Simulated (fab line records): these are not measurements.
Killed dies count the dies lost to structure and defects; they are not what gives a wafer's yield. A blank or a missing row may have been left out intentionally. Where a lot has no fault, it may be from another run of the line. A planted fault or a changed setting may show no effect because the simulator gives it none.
fab line records / flow n5Finfet / part 2 of 2: steps 26 to 30 of 30
[record] lots = 5 wafers = 15 lastDay = 17
route steps=1938 shown BEOL_M10@1527 BEOL_M11@1536
lots that met no fault: from a run of the same line without faults
startH: hours from the record's opening day to when the first of the lot's shown wafers began / waitH: hours since the lot's step before / " identical to the entry in the row above / L1.1+2: one row covering several wafers at once / - no value present, or no start provided / * or withheld: withheld / < > ~ a bound
route shown NAME@n: names a module that has steps shown in the file, with the first one's number in the route / usual: mean/standard deviation of fault-free wafers / same: alike in all rows / chamber/n: place in a boat / sites: per-site readings / _std_site: their standard deviation / _edge_site: the outer-site mean with the inner-site mean subtracted / radiusMm: how far each site lies from the wafer's centre / mask NAME#n: copy n / behind: the most recent tool/chamber to have shaped the wafer / hold: why the lot went on hold/how many hours it stayed there/how the hold came to an end / device: the n, p or np transistor that did not switch / end of line: the route-end tests of the same wafers / a step without rows: its recipe alone / killed: dies lost to structure and defects at the first sort, not the wafer's yield / map: dies across one wafer; x = killed, . = not, _ = none there
set.NAME: setting as actually run; set.NAME@STEP: the setting as run at that earlier step / model.NAME: the simulator's own value behind a step, which no gauge read
certain route steps with their lots: each step a table, each wafer a row
services: the hour from which a tool's chamber was out of use, counted from the record's first day as startH (under 0 if before that day), plus the number of hours and why
[[steps]]
[step N5_BEOL_M11_DESCUM_16]
[recipe] chemistry = O2 timeS = 7.9 sourcePowerW = 50 biasPowerW = 20 pressureMtorr = 20 rfFrequencyHz = 2.712e+07 tempC = 40 resist = CAR-ArF o2FlowSccm = 225
[usual] drypumpMotorCurrentA = 5.6/0.33 oesProductAu = 0.81/0.1 rfVppV = 243.4/1.2 showerheadPlenumPTorr = 2.11/0.055 throttleValvePct = 20.49/0.26
lot.wafer=L076.1 tool=rieDiel-02 chamber=2 startH=234.70 waitH=0.0 drypumpMotorCurrentA=5.7 oesProductAu=0.96 rfHoursCounterH=8 rfVppV=243.0 showerheadPlenumPTorr=2.11 throttleValvePct=19.84
lot.wafer=L076.4 tool=rieDiel-02 chamber=3 startH=234.70 waitH=0.0 drypumpMotorCurrentA=5.7 oesProductAu=0.69 rfHoursCounterH=249 rfVppV=243.4 showerheadPlenumPTorr=2.06 throttleValvePct=20.79
lot.wafer=L076.6 tool=rieDiel-02 chamber=3 startH=234.70 waitH=0.0 drypumpMotorCurrentA=5.8 oesProductAu=0.69 rfHoursCounterH=- rfVppV=242.6 showerheadPlenumPTorr=2.06 throttleValvePct=20.79
lot.wafer=L087.1 tool=rieDiel-02 chamber=2 startH=302.66 waitH=0.0 drypumpMotorCurrentA=5.6 oesProductAu=0.92 rfHoursCounterH=29 rfVppV=244.4 showerheadPlenumPTorr=2.10 throttleValvePct=19.90
lot.wafer=L087.2 tool=rieDiel-02 chamber=3 startH=302.66 waitH=0.0 drypumpMotorCurrentA=5.8 oesProductAu=0.96 rfHoursCounterH=8 rfVppV=243.4 showerheadPlenumPTorr=2.06 throttleValvePct=20.45
lot.wafer=L087.4 tool=rieDiel-02 chamber=1 startH=302.66 waitH=0.0 drypumpMotorCurrentA=5.9 oesProductAu=0.68 rfHoursCounterH=250 rfVppV=241.5 showerheadPlenumPTorr=2.09 throttleValvePct=20.56
lot.wafer=L089.1 tool=rieDiel-02 chamber=2 startH=319.18 waitH=0.0 drypumpMotorCurrentA=5.6 oesProductAu=0.91 rfHoursCounterH=36 rfVppV=243.6 showerheadPlenumPTorr=2.10 throttleValvePct=19.89
lot.wafer=L089.2 tool=rieDiel-02 chamber=3 startH=319.18 waitH=0.0 drypumpMotorCurrentA=5.8 oesProductAu=0.94 rfHoursCounterH=15 rfVppV=242.4 showerheadPlenumPTorr=2.05 throttleValvePct=20.45
lot.wafer=L089.5 tool=rieDiel-02 chamber=0 startH=319.18 waitH=0.0 drypumpMotorCurrentA=5.8 oesProductAu=0.83 rfHoursCounterH=- rfVppV=242.9 showerheadPlenumPTorr=2.13 throttleValvePct=20.49
lot.wafer=L092.2 tool=rieDiel-06 chamber=0 startH=331.31 waitH=0.0 drypumpMotorCurrentA=5.3 oesProductAu=0.71 rfHoursCounterH=206 rfVppV=245.1 showerheadPlenumPTorr=2.19 throttleValvePct=20.64
lot.wafer=L092.3 tool=rieDiel-06 chamber=3 startH=331.31 waitH=0.0 drypumpMotorCurrentA=4.9 oesProductAu=0.95 rfHoursCounterH=12 rfVppV=245.2 showerheadPlenumPTorr=2.23 throttleValvePct=20.63
lot.wafer=L092.5 tool=rieDiel-06 chamber=0 startH=331.31 waitH=0.0 drypumpMotorCurrentA=5.4 oesProductAu=0.71 rfHoursCounterH=- rfVppV=245.3 showerheadPlenumPTorr=2.19 throttleValvePct=20.63
lot.wafer=L096.1 tool=rieDiel-06 chamber=3 startH=359.60 waitH=0.3 drypumpMotorCurrentA=4.9 oesProductAu=0.93 rfHoursCounterH=21 rfVppV=244.4 showerheadPlenumPTorr=2.23 throttleValvePct=20.66
lot.wafer=L096.2 tool=rieDiel-06 chamber=1 startH=359.60 waitH=0.3 drypumpMotorCurrentA=5.9 oesProductAu=0.93 rfHoursCounterH=13 rfVppV=245.5 showerheadPlenumPTorr=2.16 throttleValvePct=20.47
lot.wafer=L096.3 tool=rieDiel-06 chamber=0 startH=359.60 waitH=0.3 drypumpMotorCurrentA=5.3 oesProductAu=0.71 rfHoursCounterH=216 rfVppV=241.8 showerheadPlenumPTorr=2.19 throttleValvePct=20.66
[step N5_BEOL_M11_ETCH_61]
[recipe] chemistry = CF4 target = SiARC targetDepthA = 390 maskMaterial = CAR-ArF timeS = 65 ionEnergyEv = 80 pressureMtorr = 40 sourceW = 545 biasW = 36 Ar_flow_sccm = 100 cf4FlowSccm = 100 ends = cleared
[usual] drypumpMotorCurrentA = 5.6/0.33 etchRfOnTimeS = 64.8/2 oesProductAu = 0.69/0.087 rfVppV = 184.3/1 showerheadPlenumPTorr = 2.15/0.05 throttleValvePct = 15.63/0.29
lot.wafer=L076.1 tool=rieDiel-02 chamber=2 startH=234.73 waitH=0.0 drypumpMotorCurrentA=5.6 etchRfOnTimeS=65.7 oesProductAu=0.80 rfHoursCounterH=8 rfVppV=185.7 showerheadPlenumPTorr=2.17 throttleValvePct=15.11
lot.wafer=L076.4 tool=rieDiel-02 chamber=3 startH=234.73 waitH=0.0 drypumpMotorCurrentA=5.7 etchRfOnTimeS=65.2 oesProductAu=0.59 rfHoursCounterH=249 rfVppV=184.9 showerheadPlenumPTorr=2.09 throttleValvePct=15.94
lot.wafer=L076.6 tool=rieDiel-02 chamber=3 startH=234.73 waitH=0.0 drypumpMotorCurrentA=5.7 etchRfOnTimeS=65.5 oesProductAu=0.59 rfHoursCounterH=- rfVppV=182.8 showerheadPlenumPTorr=2.09 throttleValvePct=15.94
lot.wafer=L087.1 tool=rieDiel-02 chamber=2 startH=302.70 waitH=0.0 drypumpMotorCurrentA=5.6 etchRfOnTimeS=65.7 oesProductAu=0.77 rfHoursCounterH=29 rfVppV=184.9 showerheadPlenumPTorr=2.16 throttleValvePct=15.15
lot.wafer=L087.2 tool=rieDiel-02 chamber=3 startH=302.70 waitH=0.0 drypumpMotorCurrentA=5.7 etchRfOnTimeS=64.3 oesProductAu=0.81 rfHoursCounterH=8 rfVppV=183.3 showerheadPlenumPTorr=2.09 throttleValvePct=15.46
lot.wafer=L087.4 tool=rieDiel-02 chamber=1 startH=302.70 waitH=0.0 drypumpMotorCurrentA=5.9 etchRfOnTimeS=66.3 oesProductAu=0.59 rfHoursCounterH=250 rfVppV=184.0 showerheadPlenumPTorr=2.12 throttleValvePct=15.65
lot.wafer=L089.1 tool=rieDiel-02 chamber=2 startH=319.22 waitH=0.0 drypumpMotorCurrentA=5.7 etchRfOnTimeS=64.4 oesProductAu=0.76 rfHoursCounterH=36 rfVppV=183.5 showerheadPlenumPTorr=2.16 throttleValvePct=15.16
lot.wafer=L089.2 tool=rieDiel-02 chamber=3 startH=319.22 waitH=0.0 drypumpMotorCurrentA=5.7 etchRfOnTimeS=62.6 oesProductAu=0.80 rfHoursCounterH=15 rfVppV=184.6 showerheadPlenumPTorr=2.09 throttleValvePct=15.47
lot.wafer=L089.5 tool=rieDiel-02 chamber=0 startH=319.22 waitH=0.0 drypumpMotorCurrentA=5.8 etchRfOnTimeS=67.2 oesProductAu=0.68 rfHoursCounterH=- rfVppV=182.6 showerheadPlenumPTorr=2.17 throttleValvePct=15.64
lot.wafer=L092.2 tool=rieDiel-06 chamber=0 startH=331.35 waitH=0.0 drypumpMotorCurrentA=5.4 etchRfOnTimeS=62.4 oesProductAu=0.61 rfHoursCounterH=206 rfVppV=185.2 showerheadPlenumPTorr=2.20 throttleValvePct=15.54
lot.wafer=L092.3 tool=rieDiel-06 chamber=3 startH=331.35 waitH=0.0 drypumpMotorCurrentA=4.9 etchRfOnTimeS=62.3 oesProductAu=0.83 rfHoursCounterH=12 rfVppV=185.6 showerheadPlenumPTorr=2.30 throttleValvePct=15.89
lot.wafer=L092.5 tool=rieDiel-06 chamber=0 startH=331.35 waitH=0.0 drypumpMotorCurrentA=5.3 etchRfOnTimeS=62.3 oesProductAu=0.61 rfHoursCounterH=- rfVppV=185.5 showerheadPlenumPTorr=2.20 throttleValvePct=15.57
lot.wafer=L096.1 tool=rieDiel-06 chamber=3 startH=359.64 waitH=0.0 drypumpMotorCurrentA=4.9 etchRfOnTimeS=62.2 oesProductAu=0.82 rfHoursCounterH=21 rfVppV=184.1 showerheadPlenumPTorr=2.30 throttleValvePct=15.91
lot.wafer=L096.2 tool=rieDiel-06 chamber=1 startH=359.64 waitH=0.0 drypumpMotorCurrentA=6.0 etchRfOnTimeS=62.5 oesProductAu=0.80 rfHoursCounterH=13 rfVppV=184.4 showerheadPlenumPTorr=2.19 throttleValvePct=15.49
lot.wafer=L096.3 tool=rieDiel-06 chamber=0 startH=359.64 waitH=0.0 drypumpMotorCurrentA=5.3 etchRfOnTimeS=61.7 oesProductAu=0.61 rfHoursCounterH=216 rfVppV=184.3 showerheadPlenumPTorr=2.20 throttleValvePct=15.56
[step N5_BEOL_M11_ETCH_62]
[recipe] chemistry = N2/H2 target = SOC targetDepthA = 1100 overetchA = 220 maskMaterial = SiARC tempC = 40 timeS = 165 ionEnergyEv = 200 pressureMtorr = 30 sourceW = 840 biasW = 150 n2FlowSccm = 200 h2FlowSccm = 200
[usual] drypumpMotorCurrentA = 5.6/0.33 oesProductAu = 0.68/0.081 rfVppV = 524.5/1.8 showerheadPlenumPTorr = 2.55/0.064 throttleValvePct = 17.78/0.3
lot.wafer=L076.1 tool=rieDiel-02 chamber=2 startH=234.78 waitH=0.0 drypumpMotorCurrentA=5.7 oesProductAu=0.80 rfHoursCounterH=8 rfVppV=525.8 showerheadPlenumPTorr=2.57 throttleValvePct=17.23
lot.wafer=L076.4 tool=rieDiel-02 chamber=3 startH=234.78 waitH=0.0 drypumpMotorCurrentA=5.8 oesProductAu=0.59 rfHoursCounterH=249 rfVppV=522.4 showerheadPlenumPTorr=2.50 throttleValvePct=18.20
lot.wafer=L076.6 tool=rieDiel-02 chamber=3 startH=234.78 waitH=0.0 drypumpMotorCurrentA=5.8 oesProductAu=0.59 rfHoursCounterH=- rfVppV=523.4 showerheadPlenumPTorr=2.50 throttleValvePct=18.17
lot.wafer=L087.1 tool=rieDiel-02 chamber=2 startH=302.75 waitH=0.0 drypumpMotorCurrentA=5.6 oesProductAu=0.76 rfHoursCounterH=29 rfVppV=527.3 showerheadPlenumPTorr=2.56 throttleValvePct=17.28
lot.wafer=L087.2 tool=rieDiel-02 chamber=3 startH=302.75 waitH=0.0 drypumpMotorCurrentA=5.8 oesProductAu=0.80 rfHoursCounterH=8 rfVppV=523.6 showerheadPlenumPTorr=2.49 throttleValvePct=17.81
lot.wafer=L087.4 tool=rieDiel-02 chamber=1 startH=302.75 waitH=0.0 drypumpMotorCurrentA=5.9 oesProductAu=0.58 rfHoursCounterH=250 rfVppV=522.2 showerheadPlenumPTorr=2.49 throttleValvePct=17.72
lot.wafer=L089.1 tool=rieDiel-02 chamber=2 startH=319.27 waitH=0.0 drypumpMotorCurrentA=5.7 oesProductAu=0.75 rfHoursCounterH=36 rfVppV=524.4 showerheadPlenumPTorr=2.56 throttleValvePct=17.29
lot.wafer=L089.2 tool=rieDiel-02 chamber=3 startH=319.27 waitH=0.0 drypumpMotorCurrentA=5.8 oesProductAu=0.78 rfHoursCounterH=15 rfVppV=522.4 showerheadPlenumPTorr=2.49 throttleValvePct=17.79
lot.wafer=L089.5 tool=rieDiel-02 chamber=0 startH=319.27 waitH=0.0 drypumpMotorCurrentA=5.8 oesProductAu=0.69 rfHoursCounterH=- rfVppV=525.0 showerheadPlenumPTorr=2.54 throttleValvePct=17.53
lot.wafer=L092.2 tool=rieDiel-06 chamber=0 startH=331.40 waitH=0.0 drypumpMotorCurrentA=5.3 oesProductAu=0.60 rfHoursCounterH=206 rfVppV=525.6 showerheadPlenumPTorr=2.64 throttleValvePct=17.96
lot.wafer=L092.3 tool=rieDiel-06 chamber=3 startH=331.40 waitH=0.0 drypumpMotorCurrentA=4.9 oesProductAu=0.80 rfHoursCounterH=12 rfVppV=528.5 showerheadPlenumPTorr=2.69 throttleValvePct=17.78
lot.wafer=L092.5 tool=rieDiel-06 chamber=0 startH=331.40 waitH=0.0 drypumpMotorCurrentA=5.3 oesProductAu=0.60 rfHoursCounterH=- rfVppV=526.4 showerheadPlenumPTorr=2.64 throttleValvePct=17.96
lot.wafer=L096.1 tool=rieDiel-06 chamber=3 startH=359.69 waitH=0.0 drypumpMotorCurrentA=4.9 oesProductAu=0.79 rfHoursCounterH=21 rfVppV=528.5 showerheadPlenumPTorr=2.69 throttleValvePct=17.80
lot.wafer=L096.2 tool=rieDiel-06 chamber=1 startH=359.69 waitH=0.0 drypumpMotorCurrentA=6.0 oesProductAu=0.78 rfHoursCounterH=13 rfVppV=525.4 showerheadPlenumPTorr=2.61 throttleValvePct=17.84
lot.wafer=L096.3 tool=rieDiel-06 chamber=0 startH=359.69 waitH=0.0 drypumpMotorCurrentA=5.3 oesProductAu=0.58 rfHoursCounterH=217 rfVppV=526.4 showerheadPlenumPTorr=2.63 throttleValvePct=17.98
[step N5_BEOL_M11_STRIP_68]
[recipe] chemistry = N2/H2 tempC = 40 n2FlowSccm = 200 h2FlowSccm = 200 rfFrequencyHz = 6e+07
lot.wafer=L076.1+4+6 tool=rieDiel-02 chamber=2,3,3 startH=234.92 waitH=0.1
lot.wafer=L087.1+2+4 tool=rieDiel-02 chamber=2,3,1 startH=302.88 waitH=0.1
lot.wafer=L089.1+2+5 tool=rieDiel-02 chamber=2,3,0 startH=319.41 waitH=0.1
lot.wafer=L092.2+3+5 tool=rieDiel-06 chamber=0,3,0 startH=331.53 waitH=0.1
lot.wafer=L096.1+2+3 tool=rieDiel-06 chamber=3,1,0 startH=359.82 waitH=0.1
[step N5_BEOL_M11_STRIP_67]
[recipe] chemistry = CF4 resist = SiARC powerW = 300 biasPowerW = 75 pressureMtorr = 50 cf4FlowSccm = 150 rfFrequencyHz = 6e+07
[usual] drypumpMotorCurrentA = 5.6/0.33 oesProductAu = 0.80/0.097 rfVppV = 271.5/1.1 showerheadPlenumPTorr = 1.80/0.044 throttleValvePct = 13.60/0.29
lot.wafer=L076.1 tool=rieDiel-02 chamber=2 startH=234.93 waitH=0.0 drypumpMotorCurrentA=5.6 oesProductAu=0.94 rfHoursCounterH=8 rfVppV=271.3 showerheadPlenumPTorr=1.81 throttleValvePct=13.09
lot.wafer=L076.4 tool=rieDiel-02 chamber=3 startH=234.93 waitH=0.0 drypumpMotorCurrentA=5.7 oesProductAu=0.69 rfHoursCounterH=249 rfVppV=270.4 showerheadPlenumPTorr=1.75 throttleValvePct=13.93
lot.wafer=L076.6 tool=rieDiel-02 chamber=3 startH=234.93 waitH=0.0 drypumpMotorCurrentA=5.7 oesProductAu=0.70 rfHoursCounterH=- rfVppV=270.9 showerheadPlenumPTorr=1.75 throttleValvePct=13.94
lot.wafer=L087.1 tool=rieDiel-02 chamber=2 startH=302.89 waitH=0.0 drypumpMotorCurrentA=5.7 oesProductAu=0.89 rfHoursCounterH=29 rfVppV=271.3 showerheadPlenumPTorr=1.81 throttleValvePct=13.12
lot.wafer=L087.2 tool=rieDiel-02 chamber=3 startH=302.89 waitH=0.0 drypumpMotorCurrentA=5.7 oesProductAu=0.94 rfHoursCounterH=8 rfVppV=270.7 showerheadPlenumPTorr=1.75 throttleValvePct=13.38
lot.wafer=L087.4 tool=rieDiel-02 chamber=1 startH=302.89 waitH=0.0 drypumpMotorCurrentA=5.9 oesProductAu=0.69 rfHoursCounterH=250 rfVppV=270.4 showerheadPlenumPTorr=1.77 throttleValvePct=13.61
lot.wafer=L089.1 tool=rieDiel-02 chamber=2 startH=319.42 waitH=0.0 drypumpMotorCurrentA=5.6 oesProductAu=0.88 rfHoursCounterH=36 rfVppV=271.5 showerheadPlenumPTorr=1.81 throttleValvePct=13.14
lot.wafer=L089.2 tool=rieDiel-02 chamber=3 startH=319.42 waitH=0.0 drypumpMotorCurrentA=5.7 oesProductAu=0.93 rfHoursCounterH=15 rfVppV=271.6 showerheadPlenumPTorr=1.75 throttleValvePct=13.41
lot.wafer=L089.5 tool=rieDiel-02 chamber=0 startH=319.42 waitH=0.0 drypumpMotorCurrentA=5.9 oesProductAu=0.82 rfHoursCounterH=- rfVppV=271.7 showerheadPlenumPTorr=1.83 throttleValvePct=13.66
lot.wafer=L092.2 tool=rieDiel-06 chamber=0 startH=331.54 waitH=0.0 drypumpMotorCurrentA=5.3 oesProductAu=0.70 rfHoursCounterH=207 rfVppV=270.8 showerheadPlenumPTorr=1.83 throttleValvePct=13.51
lot.wafer=L092.3 tool=rieDiel-06 chamber=3 startH=331.54 waitH=0.0 drypumpMotorCurrentA=4.9 oesProductAu=0.95 rfHoursCounterH=12 rfVppV=273.1 showerheadPlenumPTorr=1.92 throttleValvePct=13.77
lot.wafer=L092.5 tool=rieDiel-06 chamber=0 startH=331.54 waitH=0.0 drypumpMotorCurrentA=5.3 oesProductAu=0.70 rfHoursCounterH=- rfVppV=272.2 showerheadPlenumPTorr=1.83 throttleValvePct=13.51
lot.wafer=L096.1 tool=rieDiel-06 chamber=3 startH=359.83 waitH=0.0 drypumpMotorCurrentA=4.9 oesProductAu=0.92 rfHoursCounterH=21 rfVppV=272.2 showerheadPlenumPTorr=1.92 throttleValvePct=13.81
lot.wafer=L096.2 tool=rieDiel-06 chamber=1 startH=359.83 waitH=0.0 drypumpMotorCurrentA=5.9 oesProductAu=0.92 rfHoursCounterH=14 rfVppV=272.7 showerheadPlenumPTorr=1.84 throttleValvePct=13.41
lot.wafer=L096.3 tool=rieDiel-06 chamber=0 startH=359.83 waitH=0.0 drypumpMotorCurrentA=5.3 oesProductAu=0.70 rfHoursCounterH=217 rfVppV=273.6 showerheadPlenumPTorr=1.83 throttleValvePct=13.54
[[services]]
tool=cmp-03 chamber=- startH=220.39 hours=0.8 kind=repair
tool=uvCure-02 chamber=- startH=220.88 hours=7.5 kind=pm
tool=uvCure-03 chamber=- startH=221.77 hours=2.8 kind=pm
tool=uvCure-03 chamber=- startH=225.99 hours=0.6 kind=repair
tool=uvCure-02 chamber=- startH=228.57 hours=1.0 kind=pm
tool=uvCure-03 chamber=- startH=242.40 hours=13.2 kind=repair
tool=pecvd-01 chamber=1 startH=246.46 hours=25.7 kind=repair
tool=arfiScanner-03 chamber=- startH=248.27 hours=0.8 kind=pm
tool=pecvd-03 chamber=- startH=250.52 hours=2.8 kind=pm
tool=cmp-02 chamber=- startH=255.23 hours=2.4 kind=repair
tool=cmp-02 chamber=- startH=259.41 hours=8.9 kind=repair
tool=rieDiel-02 chamber=3 startH=266.56 hours=10.3 kind=repair
tool=rtpAnneal-01 chamber=- startH=275.01 hours=1.8 kind=pm
tool=cmp-02 chamber=- startH=280.10 hours=1.0 kind=repair
tool=arfiScanner-03 chamber=- startH=282.18 hours=1.3 kind=pm
tool=cmp-02 chamber=- startH=284.72 hours=8.9 kind=pm
tool=cmp-03 chamber=- startH=297.69 hours=2.2 kind=repair
tool=ecdCu-02 chamber=- startH=308.09 hours=0.5 kind=repair
tool=rieDiel-02 chamber=3 startH=320.24 hours=22.2 kind=repair
tool=arfiScanner-03 chamber=- startH=326.65 hours=3.1 kind=pm
tool=uvCure-02 chamber=- startH=342.30 hours=1.1 kind=repair
tool=uvCure-02 chamber=- startH=346.20 hours=2.1 kind=pm
tool=rieDiel-06 chamber=2 startH=352.76 hours=1.7 kind=repair
tool=rieDiel-02 chamber=1 startH=356.52 hours=10.3 kind=repair
